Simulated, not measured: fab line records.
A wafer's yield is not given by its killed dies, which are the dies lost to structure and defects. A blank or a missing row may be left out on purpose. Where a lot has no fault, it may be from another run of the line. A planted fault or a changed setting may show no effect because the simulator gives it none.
Which tool was responsible? / flow nand-harc / 12 lots, 36 wafers sampled, at 5 steps of a route of 1159

## WHAT THE GAUGES READ, wafer by wafer
NHARC_P_M2_THK_MEAS_24: measures by xrf. Usual: thk-nm reads 143.9 nm (standard deviation 1.3).
lot=L871; measured=day 6 15:37; on=film-metro-02; thk-nm (nm)=146.1 143.7 143.5; flag=
lot=L870; measured=day 6 15:48; on=film-metro-01; thk-nm (nm)=143.7 144.0 141.7; flag=
lot=L875; measured=day 7 17:59; on=film-metro-02; thk-nm (nm)=143.3 143.2 145.1; flag=
lot=L876; measured=day 8 01:09; on=film-metro-01; thk-nm (nm)=143.5 142.6 143.5; flag=
lot=L877; measured=day 8 03:47; on=film-metro-01; thk-nm (nm)=142.1 143.3 142.6; flag=
lot=L881; measured=day 9 09:11; on=film-metro-01; thk-nm (nm)=145.2 144.9 143.2; flag=
lot=L882; measured=day 9 14:05; on=film-metro-01; thk-nm (nm)=143.6 145.0 141.8; flag=
lot=L883; measured=day 10 03:48; on=film-metro-01; thk-nm (nm)=144.6 143.6 147.4; flag=
lot=L887; measured=day 10 11:14; on=film-metro-02; thk-nm (nm)=142.6 140.6 143.3; flag=
lot=L888; measured=day 10 19:03; on=film-metro-02; thk-nm (nm)=143.6 145.4 144.0; flag=
lot=L889; measured=day 11 05:32; on=film-metro-02; thk-nm (nm)=145.7 145.2 143.9; flag=
lot=L892; measured=day 11 16:34; on=film-metro-01; thk-nm (nm)=143.6 141.9 143.4; flag=

NHARC_P_BONDPAD_CD_MEAS_09 targets a cd of 500 nm. Usual: cd-nm reads 500.7 nm (standard deviation 1.6).
lot=L871; measured=day 6 17:28; on=cd-sem-02; cd-nm (nm)=499.7 501.7 500.3; flag=
lot=L870; measured=day 6 18:08; on=cd-sem-03; cd-nm (nm)=500.8 499.5 499.5; flag=
lot=L875; measured=day 7 19:56; on=cd-sem-01; cd-nm (nm)=503.5 503.1 502.0; flag=
lot=L876; measured=day 8 03:04; on=cd-sem-02; cd-nm (nm)=502.6 500.3 500.7; flag=
lot=L877; measured=day 8 05:44; on=cd-sem-02; cd-nm (nm)=499.4 498.1 498.9; flag=
lot=L881; measured=day 9 11:02; on=cd-sem-03; cd-nm (nm)=501.7 501.1 501.6; flag=
lot=L882; measured=day 9 16:19; on=cd-sem-03; cd-nm (nm)=500.0 502.7 500.3; flag=
lot=L883; measured=day 10 05:37; on=cd-sem-01; cd-nm (nm)=500.0 500.4 500.8; flag=
lot=L887; measured=day 10 13:19; on=cd-sem-02; cd-nm (nm)=498.4 497.8 500.1; flag=
lot=L888; measured=day 10 21:04; on=cd-sem-02; cd-nm (nm)=502.5 503.8 502.5; flag=
lot=L889; measured=day 11 07:59; on=cd-sem-02; cd-nm (nm)=501.8 499.3 501.5; flag=
lot=L892; measured=day 11 18:31; on=cd-sem-01; cd-nm (nm)=498.5 501.0 498.7; flag=

NHARC_END_SORT_01. Usual: defect-limited-yield 95.2 %, standard deviation 1.6; killed-at-array 28, standard deviation 11; killed-at-other 0.8, standard deviation 1.3; killed-at-periphery 3.6, standard deviation 2.5; killed-dies 32, standard deviation 11; killed-open 3.0, standard deviation 1.8; killed-short 2.0, standard deviation 1.5; sort_bin_2_pct 1.5 %, standard deviation 0.66; sort_bin_3_pct 0.25 %, standard deviation 0.23; sort_bin_4_pct 3.0 %, standard deviation 1.1; sort-n-pass 645, standard deviation 11; sort-rim-yield-pct 96.0 %, standard deviation 2.9; sort-yield-pct 95.2 %, standard deviation 1.6.
lot=L871; measured=day 20 21:23; on=prober-01; defect-limited-yield (%)=98.4 95.9 95.9; killed-at-array=9 23 25; killed-at-other=0 0 0; killed-at-periphery=2 5 3; killed-dies=11 28 28; killed-open=2 4 3; killed-short=1 3 3; sort_bin_2_pct (%)=0.7 1.3 1.3; sort_bin_3_pct (%)=0 0 0.15; sort_bin_4_pct (%)=0.9 2.8 2.7; sort-n-pass=666 649 649; sort-rim-yield-pct (%)=98.1 97.2 92.5; sort-yield-pct (%)=98.4 95.9 95.9; flag=
lot=L870; measured=day 20 06:28; on=prober-02; defect-limited-yield (%)=96.0 95.6 96.3; killed-at-array=26 26 24; killed-at-other=0 0 0; killed-at-periphery=1 4 1; killed-dies=27 30 25; killed-open=1 1 1; killed-short=1 3 1; sort_bin_2_pct (%)=1.5 1.0 1.2; sort_bin_3_pct (%)=0 0.15 0.30; sort_bin_4_pct (%)=2.5 3.2 2.2; sort-n-pass=650 647 652; sort-rim-yield-pct (%)=98.1 94.3 98.1; sort-yield-pct (%)=96.0 95.6 96.3; flag=
lot=L876; measured=day 21 13:03; on=prober-01; defect-limited-yield (%)=97.8 98.4 97.8; killed-at-array=11 7 14; killed-at-other=0 0 0; killed-at-periphery=4 4 1; killed-dies=15 11 15; killed-open=1 1 2; killed-short=1 1 1; sort_bin_2_pct (%)=0.9 0.3 0.3; sort_bin_3_pct (%)=0.15 0 0; sort_bin_4_pct (%)=1.2 1.3 1.9; sort-n-pass=662 666 662; sort-rim-yield-pct (%)=97.2 100.0 100.0; sort-yield-pct (%)=97.8 98.4 97.8; flag=
lot=L877; measured=day 21 22:28; on=prober-01; defect-limited-yield (%)=96.2 96.5 95.4; killed-at-array=22 18 26; killed-at-other=1 0 0; killed-at-periphery=3 6 5; killed-dies=26 24 31; killed-open=1 2 3; killed-short=0 3 2; sort_bin_2_pct (%)=1.3 1.0 1.3; sort_bin_3_pct (%)=0 0.44 0.44; sort_bin_4_pct (%)=2.5 2.1 2.8; sort-n-pass=651 653 646; sort-rim-yield-pct (%)=98.1 98.1 97.2; sort-yield-pct (%)=96.2 96.5 95.4; flag=
lot=L881; measured=day 22 13:20; on=prober-01; defect-limited-yield (%)=0 0 0; killed-at-array=20 21 32; killed-at-other=1 0 2; killed-at-periphery=656 656 643; killed-dies=677 677 677; killed-open=2 2 2; killed-short=4 4 2; sort_bin_2_pct (%)=97.8 97.5 96.5; sort_bin_3_pct (%)=0 0.15 0.44; sort_bin_4_pct (%)=2.2 2.4 3.1; sort-n-pass=0 0 0; sort-rim-yield-pct (%)=0 0 0; sort-yield-pct (%)=0 0 0; flag=OFF
lot=L882; measured=day 22 12:20; on=prober-02; defect-limited-yield (%)=0 0 0; killed-at-array=37 33 26; killed-at-other=0 0 0; killed-at-periphery=640 644 651; killed-dies=677 677 677; killed-open=2 0 2; killed-short=3 2 0; sort_bin_2_pct (%)=95.6 96.2 97.0; sort_bin_3_pct (%)=0.30 0.15 0.15; sort_bin_4_pct (%)=4.1 3.7 2.8; sort-n-pass=0 0 0; sort-rim-yield-pct (%)=0 0 0; sort-yield-pct (%)=0 0 0; flag=OFF
lot=L883; measured=day 22 21:02; on=prober-02; defect-limited-yield (%)=0 0 0; killed-at-array=15 32 22; killed-at-other=0 0 1; killed-at-periphery=662 645 654; killed-dies=677 677 677; killed-open=2 5 3; killed-short=1 5 1; sort_bin_2_pct (%)=97.5 97.2 98.1; sort_bin_3_pct (%)=0.15 0.30 0.15; sort_bin_4_pct (%)=2.4 2.5 1.8; sort-n-pass=0 0 0; sort-rim-yield-pct (%)=0 0 0; sort-yield-pct (%)=0 0 0; flag=OFF
lot=L887; measured=day 23 12:02; on=prober-02; defect-limited-yield (%)=94.5 95.3 97.2; killed-at-array=25 20 7; killed-at-other=4 1 4; killed-at-periphery=8 11 8; killed-dies=37 32 19; killed-open=9 2 2; killed-short=1 0 2; sort_bin_2_pct (%)=2.7 1.0 1.0; sort_bin_3_pct (%)=0.15 0.30 0.30; sort_bin_4_pct (%)=2.7 3.4 1.5; sort-n-pass=640 645 658; sort-rim-yield-pct (%)=95.3 96.2 99.1; sort-yield-pct (%)=94.5 95.3 97.2; flag=

## TOOL THAT RAN EACH LOT (tool first, then ch and the chambers of the sampled wafers, then the start)
lot=L871; NHARC_P_BONDPAD_STRIP_15=rie-diel-10 ch 0,1,3, day 6 18:05; NHARC_P_BONDPAD_PRE_CLEAN_26=pvd-sputter-01, day 20 21:23 or earlier
lot=L870; NHARC_P_BONDPAD_STRIP_15=rie-diel-06 ch 0,2,3, day 6 18:46; NHARC_P_BONDPAD_PRE_CLEAN_26=pvd-sputter-03, day 20 06:28 or earlier
lot=L875; NHARC_P_BONDPAD_STRIP_15=rie-diel-10 ch 1,2,3, day 7 20:35; NHARC_P_BONDPAD_PRE_CLEAN_26=pvd-sputter-03, no start
lot=L876; NHARC_P_BONDPAD_STRIP_15=rie-diel-06 ch 0,3, day 8 03:44; NHARC_P_BONDPAD_PRE_CLEAN_26=pvd-sputter-01, day 21 13:03 or earlier
lot=L877; NHARC_P_BONDPAD_STRIP_15=rie-diel-10 ch 1,2, day 8 06:23; NHARC_P_BONDPAD_PRE_CLEAN_26=pvd-sputter-02, day 21 22:28 or earlier
lot=L881; NHARC_P_BONDPAD_STRIP_15=rie-diel-10 ch 1,2, day 9 11:40; NHARC_P_BONDPAD_PRE_CLEAN_26=pvd-sputter-02, day 22 13:20 or earlier
lot=L882; NHARC_P_BONDPAD_STRIP_15=rie-diel-10 ch 0,2,3, day 9 17:01; NHARC_P_BONDPAD_PRE_CLEAN_26=pvd-sputter-02, day 22 12:20 or earlier
lot=L883; NHARC_P_BONDPAD_STRIP_15=rie-diel-06 ch 0,2,3, day 10 06:13; NHARC_P_BONDPAD_PRE_CLEAN_26=pvd-sputter-03, day 22 21:02 or earlier
lot=L887; NHARC_P_BONDPAD_STRIP_15=rie-diel-10 ch 1,2, day 10 13:59; NHARC_P_BONDPAD_PRE_CLEAN_26=pvd-sputter-02, day 23 12:02 or earlier
lot=L888; NHARC_P_BONDPAD_STRIP_15=rie-diel-11 ch 0,1,2, day 10 21:46; NHARC_P_BONDPAD_PRE_CLEAN_26=pvd-sputter-02, no start
lot=L889; NHARC_P_BONDPAD_STRIP_15=rie-diel-10 ch 0,1,3, day 11 08:35; NHARC_P_BONDPAD_PRE_CLEAN_26=pvd-sputter-02, no start
lot=L892; NHARC_P_BONDPAD_STRIP_15=rie-diel-10 ch 0,1,3, day 11 19:11; NHARC_P_BONDPAD_PRE_CLEAN_26=pvd-sputter-03, no start
- NHARC_P_BONDPAD_STRIP_15: strips in O2.
- NHARC_P_BONDPAD_PRE_CLEAN_26: time 30 s.

## AS READ BY THE TOOLS THEMSELVES (means over the sampled wafers that have a number; for cases with no such wafer, the mark the record gives instead)
NHARC_P_BONDPAD_STRIP_15. Usual: chamber-pressure-mTorr 60.00 mTorr, standard deviation 0.061; drypump-motor-current-A 5.9 A, standard deviation 0.64; oes-product-au 0.998 a.u., standard deviation 0.0077; rf-vpp-V 57.9 V, standard deviation 0.88; showerhead-plenum-p-Torr 3.60 Torr, standard deviation 0.12; throttle-valve-pct 17.037 %, standard deviation 0.0096.
lot=L871; tool=rie-diel-10; chamber-pressure-mTorr (mTorr)=60.03; drypump-motor-current-A (A)=5.9; oes-product-au (a.u.)=0.994; rf-vpp-V (V)=57.7; showerhead-plenum-p-Torr (Torr)=3.57; throttle-valve-pct (%)=17.048; flag=
lot=L870; tool=rie-diel-06; chamber-pressure-mTorr (mTorr)=60.00; drypump-motor-current-A (A)=5.6; oes-product-au (a.u.)=0.987; rf-vpp-V (V)=58.1; showerhead-plenum-p-Torr (Torr)=3.58; throttle-valve-pct (%)=17.036; flag=
lot=L875; tool=rie-diel-10; chamber-pressure-mTorr (mTorr)=60.01; drypump-motor-current-A (A)=5.9; oes-product-au (a.u.)=1.001; rf-vpp-V (V)=58.1; showerhead-plenum-p-Torr (Torr)=3.58; throttle-valve-pct (%)=17.037; flag=
lot=L876; tool=rie-diel-06; chamber-pressure-mTorr (mTorr)=60.00; drypump-motor-current-A (A)=5.7; oes-product-au (a.u.)=0.983; rf-vpp-V (V)=57.6; showerhead-plenum-p-Torr (Torr)=3.64; throttle-valve-pct (%)=17.033; flag=
lot=L877; tool=rie-diel-10; chamber-pressure-mTorr (mTorr)=60.04; drypump-motor-current-A (A)=6.3; oes-product-au (a.u.)=0.998; rf-vpp-V (V)=57.9; showerhead-plenum-p-Torr (Torr)=3.64; throttle-valve-pct (%)=17.036; flag=
lot=L881; tool=rie-diel-10; chamber-pressure-mTorr (mTorr)=-; drypump-motor-current-A (A)=-; oes-product-au (a.u.)=-; rf-vpp-V (V)=-; showerhead-plenum-p-Torr (Torr)=-; throttle-valve-pct (%)=-; flag=OFF
lot=L882; tool=rie-diel-10; chamber-pressure-mTorr (mTorr)=-; drypump-motor-current-A (A)=-; oes-product-au (a.u.)=-; rf-vpp-V (V)=-; showerhead-plenum-p-Torr (Torr)=-; throttle-valve-pct (%)=-; flag=OFF
lot=L883; tool=rie-diel-06; chamber-pressure-mTorr (mTorr)=-; drypump-motor-current-A (A)=-; oes-product-au (a.u.)=-; rf-vpp-V (V)=-; showerhead-plenum-p-Torr (Torr)=-; throttle-valve-pct (%)=-; flag=OFF
lot=L887; tool=rie-diel-10; chamber-pressure-mTorr (mTorr)=60.02; drypump-motor-current-A (A)=6.3; oes-product-au (a.u.)=0.999; rf-vpp-V (V)=57.8; showerhead-plenum-p-Torr (Torr)=3.64; throttle-valve-pct (%)=17.030; flag=
lot=L888; tool=rie-diel-11; chamber-pressure-mTorr (mTorr)=60.01; drypump-motor-current-A (A)=5.8; oes-product-au (a.u.)=1.004; rf-vpp-V (V)=58.2; showerhead-plenum-p-Torr (Torr)=3.70; throttle-valve-pct (%)=17.032; flag=
lot=L889; tool=rie-diel-10; chamber-pressure-mTorr (mTorr)=60.00; drypump-motor-current-A (A)=5.9; oes-product-au (a.u.)=1.007; rf-vpp-V (V)=57.4; showerhead-plenum-p-Torr (Torr)=3.57; throttle-valve-pct (%)=17.023; flag=
lot=L892; tool=rie-diel-10; chamber-pressure-mTorr (mTorr)=59.93; drypump-motor-current-A (A)=5.9; oes-product-au (a.u.)=0.998; rf-vpp-V (V)=58.3; showerhead-plenum-p-Torr (Torr)=3.57; throttle-valve-pct (%)=17.047; flag=

NHARC_P_BONDPAD_PRE_CLEAN_26. Usual: heater-power-w reads 438 W (standard deviation 29).
lot=L871; tool=pvd-sputter-01; heater-power-w (W)=385; flag=
lot=L870; tool=pvd-sputter-03; heater-power-w (W)=448; flag=
lot=L875; tool=pvd-sputter-03; heater-power-w (W)=460; flag=
lot=L876; tool=pvd-sputter-01; heater-power-w (W)=411; flag=
lot=L877; tool=pvd-sputter-02; heater-power-w (W)=430; flag=
lot=L881; tool=pvd-sputter-02; heater-power-w (W)=460; flag=
lot=L882; tool=pvd-sputter-02; heater-power-w (W)=452; flag=
lot=L883; tool=pvd-sputter-03; heater-power-w (W)=445; flag=
lot=L887; tool=pvd-sputter-02; heater-power-w (W)=438; flag=
lot=L888; tool=pvd-sputter-02; heater-power-w (W)=438; flag=
lot=L889; tool=pvd-sputter-02; heater-power-w (W)=420; flag=
lot=L892; tool=pvd-sputter-03; heater-power-w (W)=442; flag=

## THE ANSWER, worked out from the rows above alone
Rule: a lot counts as off when the mean over its wafers that have a number is more than 3 standard deviations away from the usual mean. A lot without any number at a reading at which 4 lots or more have one is off too. Any other lot the step has rows for is counted as sound. Order of review: gauges by route order, followed by the tools' own readings, for which a lot's mean as printed above is used. The first step at which some lot is off is used, and at that step the reading that is off furthest; a lot without a number counts as furthest.
Off: L881, L882, L883 (NHARC_END_SORT_01, killed-at-periphery). Neither off nor sound, because the step has no rows for them: L875, L888, L889, L892.
A tool fits if, at a process step before that reading, it ran every lot that is off, and no sound lot after the first of them. The gauges at NHARC_END_SORT_01 aren't tried: what is off there is off at NHARC_P_BONDPAD_STRIP_15 too, on other tools, and a gauge's error can't cause that. Because NHARC_P_BONDPAD_PRE_CLEAN_26 lacks a start for some lots, the hours and order of its lots are taken from NHARC_END_SORT_01. Not one of the candidates tried fits.

## WHAT THE SIMULATOR HAD INSERTED
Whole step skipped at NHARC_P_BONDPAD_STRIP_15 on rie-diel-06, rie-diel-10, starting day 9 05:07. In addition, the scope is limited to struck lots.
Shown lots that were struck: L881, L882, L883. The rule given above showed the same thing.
